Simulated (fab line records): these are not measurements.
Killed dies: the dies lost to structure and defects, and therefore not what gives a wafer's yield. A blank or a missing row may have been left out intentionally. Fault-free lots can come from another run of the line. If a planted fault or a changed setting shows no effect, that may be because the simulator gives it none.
Chamber matching	flow n5Finfet	N5_MOL_CONTACT_COAG_ETCH_110 on rieDiel-04: 4 sister chambers
The step etches Si in CF4/O2, target depth 2.5 nm, time 8 s. 14 wafers are shown with their chamber, then 7 later ones without.

## EACH WAFER AND ITS CHAMBER
wafer	chamber	showerheadPlenumPTorr (Torr)	oesProductAu (a.u.)	rfVppV (V)
L075.2	1	2.29	0.72	123
L075.4	0	2.18	0.70	122
L075.6	0	2.18	0.70	123
L077.1	0	2.18	0.69	124
L077.2	1	2.29	0.72	123
L077.6	1	2.29	0.72	125
L080.1	2	2.29	0.68	132
L080.5	2	2.29	0.68	131
L080.6	1	2.29	0.71	124
L082.1	2	2.28	0.68	131
L082.3	3	2.19	0.67	127
L082.5	1	2.29	0.71	124
L083.1	3	2.19	0.67	126
L083.2	2	2.28	0.68	131

SIGNATURES (means of the wafers above)
reading	chamber 0	chamber 1	chamber 2	chamber 3	scatter within a chamber
showerheadPlenumPTorr	2.1800	2.2900	2.2850	2.1900	0.00316
oesProductAu	0.6967	0.7160	0.6800	0.6700	0.00432
rfVppV	123.00	123.80	131.25	126.50	0.778
Rule: a wafer lies at a distance from a chamber equal to the root of the sum of squares, over the readings, of (its reading less the chamber's mean, divided by the reading's scatter). If the next closest chamber is less than 2 further off than the closest, the wafer can't be placed; otherwise it belongs to the closest. The scatter: take each reading less its chamber's mean, square it, sum over the shown wafers, divide by the number of wafers less the number of chambers, and take the root.

## WAFERS WITHOUT THEIR CHAMBER
wafer	showerheadPlenumPTorr (Torr)	oesProductAu (a.u.)	rfVppV (V)
L083.5	2.28	0.68	134
L086.1	2.29	0.70	126
L086.3	2.28	0.67	131
L086.5	2.18	0.98	123
L097.1	2.18	0.91	127
L097.3	2.28	0.69	124
L097.6	2.18	0.91	129

## EACH ONE'S CHAMBER
wafer	from the rows above	in truth
L083.5	2	2
L086.1	1	1
L086.3	2	2
L086.5	0	0
L097.1	0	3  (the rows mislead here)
L097.3	1	1
L097.6	0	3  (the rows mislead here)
5 of 7 placed correctly. Number that these rows cannot place: 0. Wrongly placed: 2.
